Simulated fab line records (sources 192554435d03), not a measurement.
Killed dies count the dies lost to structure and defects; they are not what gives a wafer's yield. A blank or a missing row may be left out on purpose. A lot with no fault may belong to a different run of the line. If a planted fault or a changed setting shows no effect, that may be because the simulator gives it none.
fab line records	flow n5-finfet
record: lots: 24	wafers: 72	last-day: 18
route steps=1938 shown WELL_APT@31 STI_FIN_REVEAL@187 SD_EPI_N@270
lots untouched by any fault: they come from a run of this same line in which no faults occurred
start-h: hours from the record's first day to the start of the lot's first wafer shown	wait-h: hours since the lot's step before	" the same as in the row above	L1.1+2: a row that stands for several wafers	- value missing, or start not given	* or withheld: withheld	< > ~ a bound
route shown NAME@n: NAME is a module with steps in the file, n the number in the route of the first one	usual: mean/standard deviation taken from wafers without a fault	same: alike in all rows	chamber/n: place in a boat	sites: the reading at each site	_std_site: the values' standard deviation	_edge_site: the outer-site mean with the inner-site mean subtracted	radius-mm: for every site, how far away it sits from the centre of the wafer	mask NAME#n: copy n	behind: tool/chamber where the wafer was last shaped	hold: why the lot went on hold/how many hours it stayed there/how the hold came to an end	device: the transistor (n, p or np) that didn't switch	end of line: the route-end tests of the same wafers	for a step that has no rows: nothing shown but its recipe	killed: at the first sort, the dies lost to defects and structure; wafer yield is something else	map: a wafer's dies, x killed, . not, _ none there
set.NAME: the setting that was run; set.NAME@STEP: the one run at that earlier step	model.NAME: the simulator's own value behind a step, which no gauge read
one table for each step of the route and one row for each wafer, over a sample of lots
services: the hour from which a tool's chamber was out of use, counted from the record's first day as start-h (under 0 if before that day), plus the number of hours and why
== steps ==
step: N5_WELL_APT_DESCUM_13
recipe: chemistry: O2	time-s: 7.9	source-power-w: 50	bias-power-w: 20	pressure-mtorr: 20	rf-frequency-hz: 2.712e+07	temp-c: 40	o2-flow-sccm: 225
usual: drypump-motor-current-A: 5.7/0.38	oes-product-au: 0.75/0.071	rf-vpp-V: 243.1/1.3	showerhead-plenum-p-Torr: 2.09/0.067	throttle-valve-pct: 20.53/0.23
lot.wafer	tool	chamber	start-h	wait-h	drypump-motor-current-A	oes-product-au	rf-hours-counter-h	rf-vpp-V	showerhead-plenum-p-Torr	throttle-valve-pct
L074.3	rie-diel-01	3	13.95	0.0	5.5	0.78	139	243.2	2.11	20.43
L074.5	"	2	"	"	5.8	0.74	-	245.2	2.10	20.50
L074.6	"	3	"	"	5.5	0.79	-	243.6	2.11	20.44
L075.1	rie-diel-01	1	19.96	0.0	5.3	0.74	165	241.5	2.02	20.99
L075.2	"	0	"	"	5.5	0.79	122	245.1	2.18	20.27
L075.6	"	3	"	"	5.5	0.78	-	242.6	2.10	20.45
L076.4	rie-diel-01	0	26.00	0.1	5.5	0.79	125	244.8	2.17	20.26
L076.5	"	0	"	"	5.5	0.78	-	244.8	2.17	20.26
L076.6	"	3	"	"	5.5	0.77	-	244.2	2.10	20.44
L077.2	rie-diel-06	2	32.04	0.0	5.4	0.72	205	244.7	2.17	20.56
L077.5	"	1	"	"	5.4	0.71	-	242.4	2.05	20.26
L077.6	"	2	"	"	5.3	0.72	-	244.7	2.17	20.55
L078.3	rie-diel-06	1	38.09	0.2	5.4	0.71	223	243.2	2.05	20.24
L078.4	"	3	"	"	5.5	0.67	231	241.1	2.05	20.84
L078.6	"	3	"	"	5.5	0.67	-	243.2	2.05	20.84
L079.2	rie-diel-01	2	43.87	0.1	5.8	0.72	158	242.0	2.09	20.54
L079.3	"	1	"	"	5.3	0.73	174	240.7	2.02	21.03
L079.4	"	0	"	"	5.5	0.77	131	243.4	2.17	20.27
L080.2	rie-diel-06	2	49.79	0.0	5.3	0.72	211	243.7	2.17	20.55
L080.5	"	2	"	"	5.4	0.72	-	244.0	2.17	20.57
L080.6	"	1	"	"	5.5	0.72	-	243.6	2.04	20.25
L081.1	rie-diel-06	2	55.93	0.0	5.4	0.72	214	243.5	2.17	20.57
L081.4	"	3	"	"	5.5	0.67	-	242.1	2.04	20.84
L081.5	"	1	"	"	5.4	0.71	-	242.6	2.04	20.26
L082.1	rie-diel-03	2	62.25	0.0	5.7	0.71	229	241.0	1.97	20.76
L082.3	"	0	"	"	5.4	0.76	142	241.7	2.03	20.50
L082.4	"	1	"	"	5.7	0.71	-	244.1	2.15	20.67
L083.3	rie-diel-06	1	67.99	0.0	5.4	0.70	234	242.6	2.04	20.25
L083.5	"	3	"	"	5.5	0.66	-	242.1	2.04	20.86
L083.6	"	0	"	"	6.5	0.80	-	243.1	2.03	20.46
L084.2	rie-diel-03	2	73.90	0.0	5.8	0.70	232	241.9	1.97	20.76
L084.3	"	0	"	"	5.3	0.76	146	241.3	2.03	20.52
L084.5	"	0	"	"	5.3	0.76	-	241.9	2.03	20.51
L085.2	rie-diel-06	0	79.83	0.1	6.5	0.81	95	240.9	2.04	20.47
L085.3	"	3	"	"	5.5	0.67	243	242.2	2.04	20.86
L085.4	"	1	"	"	5.4	0.71	235	243.9	2.04	20.26
L086.1	rie-diel-06	0	85.94	0.0	6.5	0.80	98	243.7	2.03	20.46
L086.5	"	0	"	"	6.5	0.80	-	243.2	2.03	20.47
L086.6	"	3	"	"	5.6	0.68	-	241.6	2.04	20.85
L087.1	rie-diel-06	2	92.35	0.6	5.3	0.71	224	244.0	2.16	20.58
L087.3	"	3	"	"	5.5	0.67	247	242.5	2.04	20.87
L087.6	"	1	"	"	5.5	0.70	-	243.1	2.04	20.26
L088.1	rie-diel-06	3	97.82	0.0	5.5	0.67	248	243.5	2.04	20.87
L088.5	"	1	"	"	5.5	0.70	-	242.6	2.04	20.27
L088.6	"	2	"	"	5.4	0.71	-	244.2	2.16	20.60
L089.2	rie-diel-01	3	103.91	0.1	5.5	0.75	169	243.9	2.09	20.49
L089.5	"	3	"	"	5.5	0.76	-	243.0	2.09	20.51
L089.6	"	0	"	"	5.5	0.77	-	245.4	2.17	20.30
L090.1	rie-diel-01	1	109.81	0.0	5.3	0.72	193	241.7	2.01	21.04
L090.3	"	0	"	"	5.5	0.75	152	243.6	2.16	20.32
L090.4	"	2	"	"	5.8	0.71	180	244.8	2.08	20.56
L091.1	rie-diel-03	2	116.14	0.1	5.7	0.69	249	242.0	1.96	20.78
L091.2	"	0	"	"	5.3	0.74	161	240.0	2.02	20.54
L091.3	"	1	"	"	5.7	0.70	227	244.1	2.15	20.69
L092.1	rie-diel-03	3	121.70	0.0	6.6	0.84	53	246.0	2.21	20.16
L092.4	"	1	"	"	5.7	0.69	-	244.7	2.15	20.68
L092.6	"	3	"	"	6.6	0.85	-	244.8	2.21	20.18
L093.1	rie-diel-01	2	127.77	0.1	5.9	0.70	185	243.0	2.08	20.57
L093.2	"	1	"	"	5.3	0.72	198	242.3	2.01	21.04
L093.4	"	0	"	"	5.5	0.74	157	243.5	2.16	20.29
L094.1	rie-diel-06	0	133.64	0.0	6.5	0.78	113	242.3	2.03	20.51
L094.5	"	0	"	"	6.5	0.78	-	242.4	2.03	20.48
L094.6	"	2	"	"	5.4	0.70	-	243.6	2.16	20.59
L095.3	rie-diel-03	2	140.25	0.2	5.8	0.98	1	246.4	2.23	20.34
L095.5	"	1	"	"	5.7	0.69	-	245.4	2.14	20.71
L095.6	"	2	"	"	5.8	1.00	-	244.6	2.23	20.34
L096.1	rie-diel-06	3	145.92	0.1	5.5	0.94	7	243.0	2.04	20.45
L096.2	"	0	"	"	6.5	0.77	118	241.2	2.03	20.50
L096.4	"	2	"	"	5.4	0.69	-	243.6	2.16	20.61
L097.2	rie-diel-06	1	151.89	0.0	5.5	0.98	1	243.3	2.04	19.85
L097.3	"	3	"	"	5.5	0.93	9	242.3	2.04	20.45
L097.5	"	1	"	"	5.5	0.98	-	242.5	2.04	19.88
step: N5_WELL_APT_DESCUM_30
recipe: chemistry: O2	time-s: 7.9	source-power-w: 50	bias-power-w: 20	pressure-mtorr: 20	rf-frequency-hz: 2.712e+07	temp-c: 40	o2-flow-sccm: 225
usual: drypump-motor-current-A: 5.7/0.41	oes-product-au: 0.75/0.062	rf-vpp-V: 243.1/1.4	showerhead-plenum-p-Torr: 2.09/0.072	throttle-valve-pct: 20.54/0.22
lot.wafer	tool	chamber	start-h	wait-h	drypump-motor-current-A	oes-product-au	rf-hours-counter-h	rf-vpp-V	showerhead-plenum-p-Torr	throttle-valve-pct
L074.3	rie-diel-03	0	15.20	0.0	5.3	0.78	124	241.8	2.04	20.48
L074.5	"	1	"	"	5.7	0.72	-	243.0	2.16	20.63
L074.6	"	3	"	"	6.6	0.89	-	244.2	2.22	20.15
L075.1	rie-diel-06	3	21.20	0.0	5.5	0.69	225	244.0	2.05	20.81
L075.2	"	2	"	"	5.3	0.72	201	244.4	2.17	20.55
L075.6	"	3	"	"	5.5	0.68	-	242.5	2.05	20.83
L076.4	rie-diel-01	0	27.38	0.3	5.5	0.79	125	243.4	2.17	20.25
L076.5	"	0	"	"	5.5	0.78	-	244.9	2.17	20.25
L076.6	"	3	"	"	5.5	0.77	-	243.7	2.10	20.46
L077.2	rie-diel-01	3	33.16	0.0	5.5	0.77	146	243.4	2.10	20.45
L077.5	"	1	"	"	5.3	0.73	-	241.0	2.02	21.00
L077.6	"	2	"	"	5.8	0.73	-	243.9	2.09	20.53
L078.3	rie-diel-01	2	39.55	0.2	5.8	0.73	157	242.6	2.09	20.53
L078.4	"	1	"	"	5.3	0.75	173	241.3	2.02	20.99
L078.6	"	0	"	"	5.5	0.79	-	243.8	2.17	20.27
L079.2	rie-diel-03	2	44.99	0.0	5.7	0.72	222	241.7	1.97	20.75
L079.3	"	1	"	"	5.7	0.71	199	243.6	2.16	20.64
L079.4	"	1	"	"	5.7	0.71	-	244.4	2.16	20.63
L080.2	rie-diel-01	2	50.92	0.0	5.8	0.73	160	241.4	2.09	20.54
L080.5	"	2	"	"	5.8	0.73	-	244.2	2.09	20.55
L080.6	"	3	"	"	5.5	0.77	-	245.6	2.10	20.47
L081.1	rie-diel-03	1	57.20	0.2	5.7	0.70	205	244.1	2.16	20.65
L081.4	"	1	"	"	5.7	0.70	-	242.1	2.16	20.66
L081.5	"	0	"	"	5.3	0.77	-	243.1	2.03	20.49
L082.1	rie-diel-03	2	63.52	0.1	5.7	0.71	230	241.9	1.97	20.74
L082.3	"	0	"	"	5.3	0.77	143	242.1	2.03	20.51
L082.4	"	2	"	"	5.7	0.70	-	240.3	1.97	20.75
L083.3	rie-diel-01	1	69.11	0.0	5.3	0.73	181	240.6	2.01	21.02
L083.5	"	1	"	"	5.3	0.71	-	242.4	2.01	21.02
L083.6	"	2	"	"	5.8	0.73	-	243.7	2.09	20.53
L084.2	rie-diel-06	2	75.14	0.0	5.3	0.71	219	243.8	2.16	20.57
L084.3	"	3	"	"	5.6	0.67	242	241.5	2.04	20.86
L084.5	"	0	"	"	6.5	0.80	-	242.5	2.04	20.45
L085.2	rie-diel-01	0	81.56	0.5	5.5	0.77	141	245.8	2.17	20.30
L085.3	"	2	"	"	5.8	0.72	169	242.7	2.09	20.53
L085.4	"	3	"	"	5.5	0.76	161	242.1	2.10	20.49
L086.1	rie-diel-03	0	87.06	0.0	5.4	0.76	151	240.8	2.03	20.53
L086.5	"	3	"	"	6.6	0.86	-	246.5	2.21	20.15
L086.6	"	0	"	"	5.3	0.75	-	243.3	2.03	20.52
L087.1	rie-diel-06	0	93.61	0.2	6.5	0.79	99	242.7	2.03	20.47
L087.3	"	3	"	"	5.5	0.66	247	241.7	2.04	20.86
L087.6	"	1	"	"	5.5	0.71	-	242.8	2.04	20.25
L088.1	rie-diel-06	1	98.94	0.0	5.5	0.70	242	241.1	2.04	20.29
L088.5	"	2	"	"	5.3	0.70	-	244.2	2.16	20.58
L088.6	"	1	"	"	5.4	0.70	-	243.8	2.04	20.29
L089.2	rie-diel-06	0	105.17	0.0	6.5	0.79	104	242.2	2.03	20.47
L089.5	"	0	"	"	6.5	0.78	-	244.0	2.03	20.46
L089.6	"	2	"	"	5.3	0.70	-	243.3	2.16	20.59
L090.1	rie-diel-03	3	111.06	0.0	6.6	0.85	50	244.3	2.21	20.17
L090.3	"	0	"	"	5.4	0.74	160	242.8	2.02	20.55
L090.4	"	2	"	"	5.7	0.69	248	242.4	1.97	20.80
L091.1	rie-diel-01	2	117.53	0.2	5.8	0.71	182	244.1	2.08	20.57
L091.2	"	1	"	"	5.3	0.72	196	242.5	2.01	21.03
L091.3	"	3	"	"	5.5	0.74	174	241.3	2.09	20.49
L092.1	rie-diel-03	2	122.82	0.0	5.7	0.69	251	241.2	1.96	20.81
L092.4	"	2	"	"	5.7	0.69	-	240.7	1.96	20.81
L092.6	"	3	"	"	6.6	0.86	-	244.7	2.21	20.18
L093.1	rie-diel-03	1	129.14	0.2	5.7	0.69	231	244.5	2.15	20.69
L093.2	"	3	"	"	6.6	0.84	55	246.7	2.21	20.20
L093.4	"	1	"	"	5.7	0.69	-	243.3	2.15	20.70
L094.1	rie-diel-06	0	134.76	0.0	6.5	0.78	114	244.1	2.03	20.49
L094.5	"	0	"	"	6.5	0.78	-	240.7	2.03	20.49
L094.6	"	2	"	"	5.3	0.70	-	243.6	2.16	20.61
L095.3	rie-diel-01	0	141.37	0.0	5.5	0.75	162	245.7	2.16	20.31
L095.5	"	0	"	"	5.5	0.75	-	245.0	2.16	20.32
L095.6	"	3	"	"	5.5	0.74	-	242.3	2.09	20.52
L096.1	rie-diel-06	3	147.25	0.1	5.5	0.95	8	243.3	2.04	20.47
L096.2	"	0	"	"	6.5	0.78	119	242.7	2.03	20.50
L096.4	"	3	"	"	5.5	0.94	-	243.2	2.04	20.45
L097.2	rie-diel-03	1	153.37	0.3	5.7	0.68	239	242.6	2.14	20.70
L097.3	"	0	"	"	5.4	0.73	172	241.0	2.02	20.55
L097.5	"	0	"	"	5.3	0.73	-	241.8	2.02	20.55
step: N5_STI_FIN_REVEAL_CMP_04
recipe: stop-on: Si3N4	t-overpolish-s: 4	down-force-psi: 2	platen-rpm: 54.18	post-cmp-clean: alkaline-brush	pad-velocity-m-s: 1.078	target-thk-nm: 131.83
usual: motor-current-A: 8.0/1	overpolish-run-s: 4.000/0.0092	time-to-endpoint-s: 103/5
lot.wafer	tool	chamber	start-h	wait-h	motor-current-A	overpolish-run-s	time-to-endpoint-s
L074.3	cmp-01	3	32.92	0.1	8.4	3.994	109
L074.6	"	1	"	"	6.7	4.013	111
L074.5	"	2	"	"	8.9	4.004	103
L075.2	cmp-02	0	40.11	0.0	8.8	4.006	96
L075.1	"	2	"	"	7.7	4.012	103
L075.6	"	0	"	"	8.7	4.003	94
L076.4	cmp-04	1	45.51	0.1	7.7	4.007	95
L076.5	"	2	"	"	7.2	4.001	103
L076.6	"	3	"	"	9.1	3.988	93
L077.2	cmp-04	0	50.92	0.1	8.5	3.995	103
L077.6	"	1	"	"	7.7	3.992	99
L077.5	"	2	"	"	7.3	4.002	104
L078.3	cmp-02	1	57.87	0.1	10.1	4.014	99
L078.4	"	2	"	"	7.6	3.990	104
L078.6	"	3	"	"	6.9	3.987	97
L079.2	cmp-04	3	63.26	0.0	9.6	3.995	100
L079.3	"	0	"	"	8.1	3.995	104
L079.4	"	2	"	"	7.2	3.994	110
L080.2	cmp-01	1	68.95	0.1	6.7	3.995	107
L080.6	"	0	"	"	7.4	4.005	105
L080.5	"	1	"	"	6.3	3.981	106
L081.1	cmp-04	2	74.79	0.0	7.2	3.993	101
L081.4	"	3	"	"	9.6	4.005	92
L081.5	"	3	"	"	9.3	4.008	93
L082.3	cmp-02	0	84.86	0.0	9.0	4.006	98
L082.4	"	1	"	"	9.9	3.999	101
L082.1	"	3	"	"	6.8	4.001	99
L083.3	cmp-01	1	88.95	0.1	6.5	4.000	107
L083.6	"	3	"	"	8.2	3.994	105
L083.5	"	0	"	"	7.6	4.006	104
L084.3	cmp-01	3	95.86	0.0	8.5	3.991	109
L084.2	"	2	"	"	9.0	3.992	112
L084.5	"	0	"	"	7.3	4.018	104
L085.4	cmp-01	1	102.64	0.0	6.7	3.994	107
L085.2	"	2	"	"	9.1	4.009	108
L085.3	"	3	"	"	8.4	3.978	110
L086.1	cmp-01	0	110.66	0.1	7.5	3.999	100
L086.6	"	3	"	"	8.4	4.004	105
L086.5	"	0	"	"	7.2	4.018	106
L087.1	cmp-04	0	113.99	0.0	8.5	3.996	106
L087.3	"	2	"	"	7.3	4.012	110
L087.6	"	0	"	"	8.4	4.006	100
L088.1	cmp-02	1	117.51	0.1	9.9	3.993	96
L088.5	"	3	"	"	7.8	3.975	92
L088.6	"	0	"	"	8.2	3.995	99
L089.2	cmp-01	0	123.38	0.0	7.2	3.986	102
L089.6	"	0	"	"	7.3	3.994	104
L089.5	"	1	"	"	6.4	3.996	106
L090.3	cmp-01	1	130.80	0.1	6.5	3.995	107
L090.4	"	2	"	"	9.0	4.001	106
L090.1	"	3	"	"	9.0	4.021	107
L091.1	cmp-01	1	136.12	0.0	6.5	3.990	105
L091.2	"	2	"	"	8.9	3.996	101
L091.3	"	0	"	"	7.3	4.004	105
L092.1	cmp-01	0	141.81	0.1	7.8	4.016	109
L092.4	"	1	"	"	6.5	3.995	113
L092.6	"	3	"	"	8.7	3.991	113
L093.4	cmp-02	1	146.89	0.0	10.2	4.007	100
L093.2	"	2	"	"	7.4	4.006	105
L093.1	"	0	"	"	8.7	4.000	98
L094.1	cmp-01	1	152.50	0.1	6.3	3.999	103
L094.5	"	0	"	"	7.6	3.986	100
L094.6	"	1	"	"	6.8	3.996	101
L095.3	cmp-01	0	159.11	0.1	7.1	4.011	102
L095.5	"	3	"	"	8.5	3.997	104
L095.6	"	0	"	"	7.2	4.008	97
L096.2	cmp-01	0	165.88	0.0	7.5	3.980	103
L096.4	"	2	"	"	8.8	3.994	108
L096.1	"	3	"	"	8.8	4.003	111
L097.2	cmp-01	0	175.59	0.1	7.3	3.985	109
L097.3	"	1	"	"	7.2	4.009	112
L097.5	"	2	"	"	9.2	3.995	107
step: N5_STI_FIN_REVEAL_RECESS_09
recipe: chemistry: HF/NH3	target: SiO2	afs-cycles: 11	target-depth-a: 425	temp-c: 30	sublimation-temp-c: 180	sublimation-time-s: 60
usual: drypump-motor-current-A: 5.75/0.3
lot.wafer	tool	chamber	start-h	wait-h	drypump-motor-current-A
L074.3	vapor-etch-01	0	34.19	0.6	5.45
L074.5	"	1	"	"	5.84
L074.6	"	0	"	"	5.43
L075.1	vapor-etch-02	1	40.91	0.0	5.57
L075.2	"	0	"	"	6.23
L075.6	"	1	42.33	1.4	5.56
L076.4	vapor-etch-01	0	47.78	1.6	5.43
L076.5	"	0	"	"	5.43
L076.6	"	0	"	"	5.42
L077.2	vapor-etch-01	0	51.65	0.0	5.40
L077.5	"	1	52.71	1.1	5.83
L077.6	"	0	"	"	5.40
L078.3	vapor-etch-01	1	59.15	0.6	5.84
L078.4	"	0	"	"	5.44
L078.6	"	0	"	"	5.44
L079.2	vapor-etch-01	0	64.04	0.0	5.44
L079.3	"	1	"	"	5.85
L079.4	"	0	"	"	5.45
L080.2	vapor-etch-01	1	69.70	0.0	5.83
L080.5	"	1	70.76	1.1	5.82
L080.6	"	0	"	"	5.42
L081.1	vapor-etch-02	0	75.57	0.0	6.19
L081.4	"	1	"	"	5.56
L081.5	"	0	"	"	6.19
L082.1	vapor-etch-02	0	85.71	0.0	6.19
L082.3	"	0	"	"	6.19
L082.4	"	1	"	"	5.56
L083.3	vapor-etch-02	0	90.35	0.6	6.18
L083.5	"	1	"	"	5.54
L083.6	"	0	"	"	6.20
L084.2	vapor-etch-02	1	96.65	0.0	5.56
L084.3	"	0	"	"	6.21
L084.5	"	0	"	"	6.23
L085.2	vapor-etch-01	0	103.56	0.0	5.41
L085.3	"	0	"	"	5.42
L085.4	"	1	"	"	5.85
L086.1	vapor-etch-01	1	111.63	0.0	5.83
L086.5	"	0	112.69	1.1	5.42
L086.6	"	1	"	"	5.82
L087.1	vapor-etch-01	1	114.77	0.0	5.84
L087.3	"	1	"	"	5.84
L087.6	"	0	"	"	5.44
L088.1	vapor-etch-02	0	119.19	0.0	6.20
L088.5	"	1	120.25	1.1	5.55
L088.6	"	0	"	"	6.21
L089.2	vapor-etch-02	1	124.36	0.0	5.59
L089.5	"	1	125.42	1.1	5.58
L089.6	"	0	"	"	6.18
L090.1	vapor-etch-01	1	132.57	0.0	5.84
L090.3	"	1	"	"	5.84
L090.4	"	0	"	"	5.44
L091.1	vapor-etch-01	0	136.98	0.0	5.41
L091.2	"	1	"	"	5.83
L091.3	"	0	"	"	5.44
L092.1	vapor-etch-02	1	142.67	0.0	5.57
L092.4	"	0	"	"	6.15
L092.6	"	0	"	"	6.18
L093.1	vapor-etch-01	0	147.82	0.0	5.41
L093.2	"	1	"	"	5.84
L093.4	"	1	"	"	5.85
L094.1	vapor-etch-02	0	153.49	0.0	6.21
L094.5	"	1	154.55	1.1	5.56
L094.6	"	0	"	"	6.21
L095.3	vapor-etch-02	1	160.69	0.6	5.59
L095.5	"	0	"	"	6.18
L095.6	"	1	"	"	5.58
L096.1	vapor-etch-02	1	166.80	0.0	5.56
L096.2	"	0	"	"	6.19
L096.4	"	0	"	"	6.20
L097.2	vapor-etch-02	0	176.42	0.0	6.20
L097.3	"	1	"	"	5.57
L097.5	"	0	"	"	6.22
step: N5_SD_EPI_N_CD_MEAS_09
recipe: target-cd-nm: 120	landing-energy-ev: 500	detector: se-inlens
usual: cd-nm: 120.1/0.63
lot.wafer	tool	chamber	start-h	wait-h	cd-nm
L074.3	cd-sem-02	0	50.90	-	120.2
L074.5	"	0	"	"	119.7
L074.6	"	0	"	"	119.8
L075.1	cd-sem-02	0	56.45	-	119.4
L075.2	"	0	"	"	119.6
L075.6	"	0	"	"	119.5
L076.4	cd-sem-02	0	61.40	-	119.7
L076.5	"	0	"	"	119.7
L076.6	"	0	"	"	119.6
L077.2	cd-sem-01	0	66.00	-	120.8
L077.5	"	0	"	"	120.8
L077.6	"	0	"	"	120.9
L078.3	cd-sem-03	0	74.00	-	120.5
L078.4	"	0	"	"	121.6
L078.6	"	0	"	"	121.5
L079.2	cd-sem-03	0	79.98	-	120.3
L079.3	"	0	"	"	120.0
L079.4	"	0	"	"	120.5
L080.2	cd-sem-01	0	84.30	-	121.3
L080.5	"	0	"	"	120.9
L080.6	"	0	"	"	120.7
L081.1	cd-sem-02	0	90.29	-	119.9
L081.4	"	0	"	"	119.9
L081.5	"	0	"	"	120.1
L082.1	cd-sem-03	0	101.45	-	121.6
L082.3	"	0	"	"	120.7
L082.4	"	0	"	"	120.4
L083.3	cd-sem-01	0	104.42	-	119.8
L083.5	"	0	"	"	120.6
L083.6	"	0	"	"	119.6
L084.2	cd-sem-03	0	112.53	-	120.4
L084.3	"	0	"	"	120.9
L084.5	"	0	"	"	119.4
L085.2	cd-sem-02	0	117.89	-	120.3
L085.3	"	0	"	"	119.6
L085.4	"	0	"	"	119.7
L086.1	cd-sem-03	0	128.43	-	121.0
L086.5	"	0	"	"	120.0
L086.6	"	0	"	"	121.4
L087.1	cd-sem-03	0	128.96	-	118.3
L087.3	"	0	"	"	119.7
L087.6	"	0	"	"	119.6
L088.1	cd-sem-02	0	135.47	-	120.2
L088.5	"	0	"	"	120.1
L088.6	"	0	"	"	120.5
L089.2	cd-sem-03	0	138.64	-	119.4
L089.5	"	0	"	"	119.5
L089.6	"	0	"	"	119.9
L090.1	cd-sem-03	0	146.49	-	119.6
L090.3	"	0	"	"	119.7
L090.4	"	0	"	"	120.2
L091.1	cd-sem-02	0	150.41	-	118.7
L091.2	"	0	"	"	120.5
L091.3	"	0	"	"	119.6
L092.1	cd-sem-01	0	157.07	-	120.6
L092.4	"	0	"	"	120.4
L092.6	"	0	"	"	119.8
L093.1	cd-sem-01	0	165.14	-	121.3
L093.2	"	0	"	"	120.6
L093.4	"	0	"	"	119.7
L094.1	cd-sem-02	0	171.24	-	120.1
L094.5	"	0	"	"	119.1
L094.6	"	0	"	"	119.9
L095.3	cd-sem-03	0	174.42	-	119.2
L095.5	"	0	"	"	120.3
L095.6	"	0	"	"	120.6
L096.1	cd-sem-02	0	180.40	-	120.3
L096.2	"	0	"	"	120.2
L096.4	"	0	"	"	120.6
L097.2	cd-sem-03	0	191.96	-	120.4
L097.3	"	0	"	"	121.4
L097.5	"	0	"	"	120.3
step: N5_SD_EPI_N_OVL_MEAS_10
recipe: points-per-wafer: 44
usual: SD_N_BLK_OVL: 0.6/0.96
lot.wafer	tool	chamber	start-h	wait-h	SD_N_BLK_OVL[nm]
L074.3	overlay-02	0	50.93	0.0	0.5
L074.5	"	0	"	"	0.3
L074.6	"	0	"	"	0.2
L075.1	overlay-02	0	56.48	0.0	1.5
L075.2	"	0	"	"	1.3
L075.6	"	0	"	"	1.0
L076.4	overlay-02	0	61.43	0.0	-0.4
L076.5	"	0	"	"	0.2
L076.6	"	0	"	"	-0.3
L077.2	overlay-02	0	66.03	0.0	1.2
L077.5	"	0	"	"	0.9
L077.6	"	0	"	"	0.8
L078.3	overlay-02	0	74.03	0.0	-1.6
L078.4	"	0	"	"	1.9
L078.6	"	0	"	"	0.3
L079.2	overlay-01	0	80.01	0.0	0.2
L079.3	"	0	"	"	0.7
L079.4	"	0	"	"	-0.1
L080.2	overlay-01	0	84.33	0.0	0.9
L080.5	"	0	"	"	1.4
L080.6	"	0	"	"	2.0
L081.1	overlay-01	0	90.33	0.0	1.8
L081.4	"	0	"	"	1.0
L081.5	"	0	"	"	1.8
L082.1	overlay-02	0	101.48	0.0	1.5
L082.3	"	0	"	"	1.6
L082.4	"	0	"	"	1.5
L083.3	overlay-02	0	104.45	0.0	0.8
L083.5	"	0	"	"	0.0
L083.6	"	0	"	"	0.7
L084.2	overlay-02	0	112.56	0.0	-0.7
L084.3	"	0	"	"	-1.7
L084.5	"	0	"	"	0.2
L085.2	overlay-02	0	117.92	0.0	1.4
L085.3	"	0	"	"	1.7
L085.4	"	0	"	"	2.1
L086.1	overlay-02	0	128.46	0.0	-0.9
L086.5	"	0	"	"	0.6
L086.6	"	0	"	"	-0.1
L087.1	overlay-02	0	128.99	0.0	0.5
L087.3	"	0	"	"	0.6
L087.6	"	0	"	"	1.4
L088.1	overlay-01	0	135.50	0.0	0.6
L088.5	"	0	"	"	0.1
L088.6	"	0	"	"	-0.4
L089.2	overlay-02	0	138.67	0.0	1.1
L089.5	"	0	"	"	-0.3
L089.6	"	0	"	"	1.1
L090.1	overlay-02	0	146.52	0.0	-0.1
L090.3	"	0	"	"	0.6
L090.4	"	0	"	"	-0.5
L091.1	overlay-01	0	150.44	0.0	-0.9
L091.2	"	0	"	"	-1.7
L091.3	"	0	"	"	-0.3
L092.1	overlay-01	0	157.10	0.0	1.1
L092.4	"	0	"	"	1.7
L092.6	"	0	"	"	1.5
L093.1	overlay-01	0	165.17	0.0	2.1
L093.2	"	0	"	"	1.2
L093.4	"	0	"	"	1.1
L094.1	overlay-02	0	171.27	0.0	0.8
L094.5	"	0	"	"	1.6
L094.6	"	0	"	"	1.9
L095.3	overlay-02	0	174.45	0.0	0.5
L095.5	"	0	"	"	-0.2
L095.6	"	0	"	"	-0.1
L096.1	overlay-01	0	180.43	0.0	-0.5
L096.2	"	0	"	"	-0.8
L096.4	"	0	"	"	0.6
L097.2	overlay-02	0	191.99	0.0	0.8
L097.3	"	0	"	"	-0.2
L097.5	"	0	"	"	0.2
== services ==
tool	chamber	start-h	hours	kind
rie-diel-01	2	-9.06	5.9	repair
cmp-04	-	6.42	4.0	pm
rie-diel-03	2	13.72	2.6	repair
cmp-04	-	22.07	0.4	repair
cmp-04	-	22.96	0.5	repair
cmp-04	-	26.24	0.9	repair
cmp-01	-	26.93	4.0	pm
rie-diel-03	3	33.53	33.0	repair
cmp-02	-	41.24	4.5	pm
cmp-01	-	41.69	1.1	repair
vapor-etch-01	1	44.07	2.9	repair
cmp-01	-	53.48	4.0	repair
vapor-etch-01	0	62.72	0.9	repair
vapor-etch-02	-	65.31	0.4	repair
cmp-01	-	70.71	9.5	pm
cmp-01	-	82.93	0.8	repair
rie-diel-01	1	95.89	7.1	repair
rie-diel-06	3	104.22	-	clean
rie-diel-06	3	104.22	-	consumable-replace:focus-ring
rie-diel-06	3	104.22	26.0	scheduled-down
rie-diel-06	3	104.22	26.0	vent-cycle
rie-diel-06	-	127.09	0.4	repair
rie-diel-06	1	130.24	-	clean
cmp-04	-	154.17	0.5	repair
== key ==
fault none
